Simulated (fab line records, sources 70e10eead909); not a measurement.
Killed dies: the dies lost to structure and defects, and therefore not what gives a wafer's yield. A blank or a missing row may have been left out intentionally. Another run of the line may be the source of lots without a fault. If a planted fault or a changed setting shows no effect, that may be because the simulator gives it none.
fab line records	flow nand-harc
[record] lots = 6	wafers = 18	last-day = 34
route steps=1302 shown A_WL_FILL@959 END@1302
lots that met no fault: taken from a fault-free run of the same line
start-h: start of the lot's first displayed wafer, in hours after the record's first day	wait-h: time in hours since the lot's previous step	" same as the row above	L1.1+2: a single row standing in for several wafers	- either no value or no given start	* or withheld: withheld	< > ~ a bound
route shown NAME@n: a module of which the file shows steps, and the number in the route of the first	usual: average and standard deviation across the fault-free wafers	same: alike in all rows	chamber/n: place in a boat	sites: per-site readings	_std_site: how widely they spread, as a standard deviation	_edge_site: mean of outer sites minus mean of inner sites	radius-mm: for every site, how far away it sits from the centre of the wafer	mask NAME#n: copy n	behind: tool/chamber where the wafer was last shaped	hold: reason for holding the lot/hours on hold/outcome of the hold	device: the transistor (n, p or np) that didn't switch	end of line: the route-end tests of the same wafers	a step with no rows: only its recipe	killed: dies that structure and defects cost at the first sort, which is not the same as the wafer's yield	map: a wafer's dies, x killed, . not, _ none there
set.NAME: the setting that was run; set.NAME@STEP: the one run at that earlier step	model.NAME: the simulator's own value behind a step, which no gauge read
lots at selected steps of the route; one table per step, one row per wafer
services: from which hour (start-h, from the record's first day; less than 0 if before it) a tool's chamber was out of use, for how many hours, and why
[[steps]]
[step NHARC_A_WL_FILL_STRIP_27]
[recipe] power-w = 1500	temp-c = 250	time-s = 20	chemistry = N2/H2
[usual] drypump-motor-current-A = 5.86/0.12	heater-power-w = 297/37	rf-refl-power-W = 18.7/1.4
lot.wafer	tool	chamber	start-h	wait-h	drypump-motor-current-A	heater-power-w	rf-hours-counter-h	rf-refl-power-W
L409.3	plasma-asher-02	0	543.28	0.1	5.87	279	-	17.0
L409.6	"	0	"	"	5.86	279	-	16.1
L409.5	"	1	"	"	6.02	346	-	19.2
L408.1	plasma-asher-01	0	546.17	0.1	5.91	249	3	20.8
L408.3	"	0	"	"	5.93	251	-	20.4
L408.6	"	1	"	"	5.69	325	-	19.3
L414.1	plasma-asher-01	1	608.94	0.1	5.73	322	18	18.2
L414.2	"	0	"	"	5.92	254	18	19.8
L414.4	"	1	"	"	5.71	337	-	18.9
L417.2	plasma-asher-01	0	617.55	0.1	5.93	250	19	-
L417.4	"	1	"	"	5.68	326	-	-
L417.6	"	0	"	"	5.92	253	-	-
L421.2	plasma-asher-01	1	662.64	0.2	5.69	320	27	-
L421.4	"	1	"	"	5.72	328	-	-
L421.5	"	0	"	"	5.92	247	-	-
L423.4	plasma-asher-01	0	707.41	1.3	5.94	244	-	20.5
L423.5	"	1	"	"	5.66	313	-	18.5
L423.6	"	0	"	"	5.95	244	-	20.3
[step NHARC_A_WL_FILL_STRIP_28]
[recipe] time-s = 1200	temp-c = 72.5	chemistry = post-etch-residue-remover
[step NHARC_A_WL_FILL_PRECLEAN_06]
[recipe] time-s = 300	chemistry = DIW
[step NHARC_A_WL_FILL_SRD_07]
[step NHARC_A_WL_FILL_ANNEAL_08]
[recipe] temp-c = 450	time-s = 1800
[step NHARC_A_WL_FILL_ALD_10]
[recipe] target-thk-a = 500	pulse-time-s = 10	ald-cycles = 500	temp-c = 300	material = SiO2
[step NHARC_A_WL_FILL_ETCHBACK_16]
[recipe] target-depth-a = 1200	time-s = 24	c4f8-flow-sccm = withheld	o2-flow-sccm = 8	ar-flow-sccm = withheld	rf-w = 600	bias-w = 800	chemistry = C4F8/O2/Ar
[usual] oes-product-au = 0.983/0.028	rf-vpp-V = 723/4.1
lot.wafer	tool	chamber	start-h	wait-h	oes-product-au	rf-hours-counter-h	rf-vpp-V
L409.3	rie-diel-03	0	-	-	1.014	2.0	725
L409.5	"	3	"	"	0.985	-	720
L409.6	"	0	"	"	0.999	-	725
L408.1	rie-diel-04	0	-	-	1.009	0.6	718
L408.3	"	1	"	"	0.991	0.6	729
L408.6	"	0	"	"	1.005	-	718
L414.1	rie-diel-03	0	-	-	0.973	4.3	725
L414.2	"	1	"	"	0.965	3.6	719
L414.4	"	2	"	"	0.946	4.1	731
L417.2	rie-diel-03	0	-	-	0.921	4.4	726
L417.4	"	1	"	"	0.926	3.7	720
L417.6	"	0	"	"	0.924	-	724
L421.2	rie-diel-04	0	-	-	0.993	6.0	718
L421.4	"	3	"	"	1.005	6.7	727
L421.5	"	0	"	"	0.995	-	719
L423.4	rie-diel-02	1	-	-	0.997	3.8	723
L423.5	"	1	"	"	0.995	-	720
L423.6	"	2	"	"	1.007	-	723
[step NHARC_A_WL_FILL_STRIP_29]
[recipe] time-s = 20	o2-flow-sccm = 500	ar-flow-sccm = 0	bias-w = 0	chemistry = O2
[usual] drypump-motor-current-A = 5.5/0.59	oes-product-au = 0.995/0.01	rf-vpp-V = 57.8/0.84	showerhead-plenum-p-Torr = 3.52/0.14	throttle-valve-pct = 17.036/0.01
lot.wafer	tool	chamber	start-h	wait-h	drypump-motor-current-A	oes-product-au	rf-hours-counter-h	rf-vpp-V	showerhead-plenum-p-Torr	throttle-valve-pct
L409.3	rie-diel-03	1	552.91	0.1	6.5	0.992	1.8	57.7	3.39	17.037
L409.6	"	0	"	"	5.8	0.998	-	57.7	3.60	17.029
L409.5	"	1	"	"	6.4	1.003	-	58.1	3.39	17.039
L408.3	rie-diel-04	2	556.98	0.1	4.7	0.982	0.3	57.6	3.40	17.040
L408.1	"	0	"	"	5.9	0.975	0.6	57.0	3.36	17.037
L408.6	"	2	"	"	4.7	0.980	-	56.1	3.40	17.050
L414.1	rie-diel-03	2	618.96	0.1	6.0	0.998	4.1	60.2	3.76	17.054
L414.4	"	3	"	"	5.1	0.985	4.2	57.9	3.41	17.024
L414.2	"	0	"	"	5.7	1.012	4.3	57.4	3.59	17.029
L417.4	rie-diel-03	3	624.95	0.1	5.1	0.989	4.2	58.5	3.40	17.049
L417.2	"	1	"	"	6.4	0.996	3.7	56.3	3.38	17.031
L417.6	"	3	"	"	5.1	1.000	-	57.0	3.41	17.038
L421.4	rie-diel-04	0	675.23	0.1	6.0	0.993	6.0	57.7	3.36	17.044
L421.2	"	3	"	"	4.7	0.993	6.7	58.7	3.64	17.016
L421.5	"	1	"	"	4.8	0.992	-	57.5	3.74	17.027
L423.4	rie-diel-02	0	719.09	0.1	6.3	1.009	4.0	57.6	3.63	17.019
L423.5	"	3	"	"	5.4	0.993	-	57.2	3.37	17.041
L423.6	"	0	"	"	6.3	0.996	-	58.0	3.63	17.038
[step NHARC_A_WL_FILL_ETCHBACK_17]
[recipe] target-depth-a = 40	time-s = 26.7	chemistry = Cl2/BCl3
[usual] drypump-motor-current-A = 5.9/0.5	oes-product-au = 0.999/0.011
lot.wafer	tool	chamber	start-h	wait-h	drypump-motor-current-A	oes-product-au	rf-hours-counter-h
L409.3	rie-metal-01	1	553.03	-	6.3	1.012	-
L409.6	"	1	"	"	6.3	1.002	-
L409.5	"	0	"	"	5.3	0.996	-
L408.1	rie-metal-03	0	557.06	-	6.6	1.010	0.4
L408.3	"	0	"	"	6.6	1.008	-
L408.6	"	0	"	"	6.6	1.016	-
L414.2	rie-metal-01	1	619.04	-	6.3	1.003	0.7
L414.1	"	0	"	"	5.3	0.987	0.7
L414.4	"	0	"	"	5.3	0.995	-
L417.2	rie-metal-03	1	625.05	-	5.9	0.988	1.7
L417.4	"	1	"	"	5.9	0.996	-
L417.6	"	0	"	"	6.5	0.991	-
L421.2	rie-metal-02	1	675.36	-	6.1	1.001	-
L421.4	"	1	"	"	6.1	1.016	-
L421.5	"	1	"	"	6.2	1.009	-
L423.4	rie-metal-01	1	719.24	-	6.3	0.990	-
L423.5	"	0	"	"	5.3	0.994	-
L423.6	"	1	"	"	6.3	0.986	-
[step NHARC_A_WL_FILL_PRECLEAN_18]
[recipe] time-s = 30	chemistry = dHF
[step NHARC_A_WL_FILL_SRD_21]
[step NHARC_A_WL_FILL_CVD_23]
[recipe] target-thk-a = 400	temp-c = 620	pressure-mtorr = 200	time-s = 800	material = poly-Si
[usual] pressure-mtorr = 200.1/0.37	run-length-s = 801.8/0.55	spike-tc-centre-C = 620.5/1.3
lot.wafer	tool	chamber	start-h	wait-h	pressure-mtorr	run-length-s	spike-tc-centre-C
L409.3	lpcvd-poly-02	0	555.64	2.4	199.6	801.5	619.4
L409.5	"	0	"	"	200.3	801.5	621.0
L409.6	"	0	"	"	199.4	801.5	619.6
L408.1	lpcvd-poly-03	0	559.64	2.4	200.1	802.4	620.3
L408.3	"	0	"	"	200.2	802.4	619.8
L408.6	"	0	"	"	200.1	802.4	619.1
L414.1	lpcvd-poly-02	-	621.71	2.4	-	-	-
L414.2	"	-	"	"	-	-	-
L414.4	"	-	"	"	-	-	-
L417.2	lpcvd-poly-03	-	627.58	2.3	-	-	-
L417.4	"	-	"	"	-	-	-
L417.6	"	-	"	"	-	-	-
L421.2	lpcvd-poly-03	0	677.86	2.2	199.5	802.2	619.9
L421.4	"	0	"	"	200.1	802.2	620.0
L421.5	"	0	"	"	200.0	802.2	620.9
L423.4	lpcvd-poly-02	0	720.99	1.6	200.4	801.0	619.5
L423.5	"	0	"	"	200.8	801.0	621.0
L423.6	"	0	"	"	200.1	801.0	619.2
[step NHARC_A_WL_FILL_ETCHBACK_26]
[recipe] target-depth-a = 520	time-s = 13.3	hbr-flow-sccm = 150	rf-w = 350	icp-w = 350	bias-w = 60	chemistry = HBr
[usual] drypump-motor-current-A = 5.6/0.43	oes-product-au = 1.003/0.0093	throttle-valve-pct = 23.266/0.01
lot.wafer	tool	chamber	start-h	wait-h	drypump-motor-current-A	oes-product-au	rf-hours-counter-h	throttle-valve-pct
L409.3	rie-si-04	0	558.26	0.4	5.8	1.002	0.19	23.260
L409.5	"	1	"	"	5.3	1.004	-	23.260
L409.6	"	2	"	"	5.9	1.004	-	23.278
L408.1	rie-si-03	0	562.18	0.4	5.3	1.009	1.00	23.267
L408.3	"	2	"	"	5.4	0.995	0.88	23.262
L408.6	"	0	"	"	5.3	1.001	-	23.279
L414.1	rie-si-04	2	624.32	0.4	5.9	0.996	0.68	23.263
L414.4	"	3	"	"	6.0	1.008	0.64	23.286
L414.2	"	0	"	"	5.8	1.001	0.67	23.265
L417.4	rie-si-03	3	630.19	0.4	5.7	1.013	0.30	23.271
L417.2	"	0	"	"	5.3	1.008	0.31	23.275
L417.6	"	3	"	"	5.7	1.003	-	23.263
L421.4	rie-si-03	0	680.44	0.4	5.3	1.007	0.60	23.251
L421.2	"	1	"	"	4.9	1.006	0.60	23.258
L421.5	"	0	"	"	5.2	1.010	-	23.281
L423.4	rie-si-02	0	723.62	0.4	5.0	1.011	0.50	23.250
L423.5	"	2	"	"	5.5	0.977	-	23.256
L423.6	"	3	"	"	6.1	0.994	-	23.273
[step NHARC_END_SORT_01]
[recipe] temp-c = 25
[usual] killed-at-array = 52/18	killed-at-other = 0.6/0.83	killed-at-periphery = 4.3/2.8	killed-dies = 57/19	killed-open = 3.4/2	killed-short = 2.5/1.7
[same] gross-dies = 677
lot.wafer	tool	chamber	start-h	wait-h	killed-at-array	killed-at-other	killed-at-periphery	killed-dies	killed-open	killed-short
L409.3	prober-01	0	641.02	3.1	68	1	0	69	7	0
L409.5	prober-01	0	642.62	3.7	57	1	0	58	3	2
L409.6	prober-01	0	643.43	4.0	75	0	2	77	4	2
L414.1	prober-02	0	703.29	2.5	57	2	8	67	1	3
L414.4	prober-02	0	705.70	3.4	66	0	5	71	4	4
// killed by level:class
L409.3 A_CHANNEL_HOLE_D1:chamber-film-flake=36 A_CHANNEL_HOLE_D2:chamber-film-flake=8 A_CONTACT:chamber-film-flake=6 A_DECK1_JOINT:chamber-film-flake=4 A_STAIRCASE:chamber-film-flake=4 A_CHANNEL_FILL_D2:chamber-film-flake=3 A_CHANNEL_FILL_D1:geometric-particle:open=1 A_DECK1_JOINT:geometric-particle:open=1
L409.5 A_CHANNEL_HOLE_D1:chamber-film-flake=27 A_CHANNEL_HOLE_D2:chamber-film-flake=9 A_STAIRCASE:chamber-film-flake=7 A_CHANNEL_FILL_D2:chamber-film-flake=3 A_ONON_D1:geometric-particle:open=2 A_WL_FILL:chamber-film-flake=2 A_CHANNEL_HOLE_D1:geometric-particle:short=1 A_WL_FILL:geometric-particle:short=1
L409.6 A_CHANNEL_HOLE_D1:chamber-film-flake=36 A_STAIRCASE:chamber-film-flake=18 A_CHANNEL_HOLE_D2:chamber-film-flake=7 A_DECK1_JOINT:chamber-film-flake=3 P_GATE:geometric-particle:open=2 A_ZERO_WELL:chamber-film-flake=2 A_CONTACT:chamber-film-flake=2 A_DECK1_JOINT:geometric-particle:short=1
L414.1 A_CHANNEL_HOLE_D1:chamber-film-flake=33 A_CHANNEL_HOLE_D2:chamber-film-flake=9 A_CONTACT:chamber-film-flake=7 P_M2:chamber-film-flake=6 A_STAIRCASE:chamber-film-flake=3 P_GATE:geometric-particle:short=1 A_ONON_D1:geometric-particle:open=1 A_CHANNEL_FILL_D1:geometric-particle:short=1
L414.4 A_CHANNEL_HOLE_D1:chamber-film-flake=33 A_CHANNEL_HOLE_D2:chamber-film-flake=15 A_CONTACT:chamber-film-flake=6 A_SLIT:chamber-film-flake=3 P_M0:geometric-particle:short=2 A_ONON_D2:geometric-particle:short=2 P_ZERO_WELL:chamber-film-flake=2 A_CHANNEL_FILL_D1:geometric-particle:open=1
[[services]]
tool	chamber	start-h	hours	kind
rie-diel-04	-	532.13	9.0	pm
rie-metal-03	-	557.76	0.6	repair
rie-si-04	1	559.05	9.9	repair
rie-diel-02	-	570.70	9.0	pm
rie-si-03	1	574.13	3.1	repair
rie-metal-01	-	575.00	9.0	pm
rie-si-03	-	575.00	9.0	pm
rie-diel-04	2	575.17	10.0	repair
rie-diel-04	1	577.89	2.4	repair
rie-diel-03	1	589.43	14.7	repair
rie-diel-02	2	619.48	6.0	repair
plasma-asher-01	-	623.38	3.7	repair
rie-diel-03	0	630.32	13.4	repair
rie-diel-03	-	635.30	9.0	pm
plasma-asher-01	-	650.55	1.5	repair
rie-diel-02	2	675.93	8.5	repair
plasma-asher-01	-	692.71	3.8	repair
rie-metal-03	-	696.00	9.0	pm
rie-si-04	-	696.04	9.0	pm
plasma-asher-01	-	696.53	9.0	pm
rie-si-03	2	702.29	4.4	repair
rie-diel-04	-	709.13	9.0	pm
rie-diel-02	-	718.06	0.5	repair
rie-diel-02	3	721.87	14.5	repair
[[key]]
[first-sign] step = NHARC_A_WL_FILL_CVD_23	reading = tool-record	direction = missing
effect none on later readings
met-at NHARC_A_WL_FILL_CVD_23
struck-wafers L414.1,L414.2,L414.4,L417.2,L417.4,L417.6
tester-left-out L414,L417
onset-between 559.64 621.71
[fault] kind = skipped-step-whole	tool = lpcvd-poly-02,lpcvd-poly-03	chamber = -	onset-h = 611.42	steps = NHARC_A_WL_FILL_CVD_23	scope = struck-lots-only
// tester-left-out: of these lots the tester's yield and bins aren't shown, on N5 and GAA mostly nor the transistor test; their killed dies are dies lost to structure and defects alone, not to doping, threshold or leakage, so they don't give the yield
